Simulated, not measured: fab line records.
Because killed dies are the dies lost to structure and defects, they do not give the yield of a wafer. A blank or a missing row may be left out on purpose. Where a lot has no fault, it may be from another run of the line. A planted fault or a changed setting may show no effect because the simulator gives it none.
Which of the tools did it? ; flow n5 finfet ; route of 1938 steps, sampled at 1 step: 11 lots, 33 wafers

## WHAT THE GAUGES READ, wafer by wafer
N5_BEOL_M12_INSPECT_12: inspects for defects (macro).
lot;measured;on;raw defect count
L892;day 11 08:25;defect inspect-01;6 0 2
L894;day 12 05:09;defect inspect-01;2 1 1
L898;day 12 14:57;defect inspect-02;1 1 0
L901;day 13 17:39;defect inspect-01;0 1 3
L900;day 13 17:53;defect inspect-01;1 1 2
L902;day 14 07:21;defect inspect-02;2 4 2
L909;day 15 18:49;defect inspect-02;3 2 5
L912;day 16 03:41;defect inspect-02;1 1 1
L911;day 16 16:22;defect inspect-02;0 1 1
L913;day 16 17:07;defect inspect-02;1 2 2
L915;day 16 20:54;defect inspect-02;1 1 2

## TOOL THAT RAN EACH LOT (tool first, then ch and the chambers of the sampled wafers, then the start)
The record shows no process step preceding these readings.

## THE ANSWER, worked out from the rows above alone
Rule: the usual values come from the lots themselves. Put in order of their means at a reading, lots are off if they are a third of the lots or fewer, leave a main group of 4 or more, and stand apart from it by a gap of 3 or more times the standard deviation of the main group's means; of several such gaps the widest counts. The tables above print the reading to a certain number of digits; a main group whose means all agree to those digits is not used. Also off: a lot with no number at a reading for which 4 or more lots have one. Where the step has rows for the other lots, those lots are counted as sound.
Nothing can be told from this: no lot is off at any reading shown.

## WHAT THE SIMULATOR HAD PUT IN
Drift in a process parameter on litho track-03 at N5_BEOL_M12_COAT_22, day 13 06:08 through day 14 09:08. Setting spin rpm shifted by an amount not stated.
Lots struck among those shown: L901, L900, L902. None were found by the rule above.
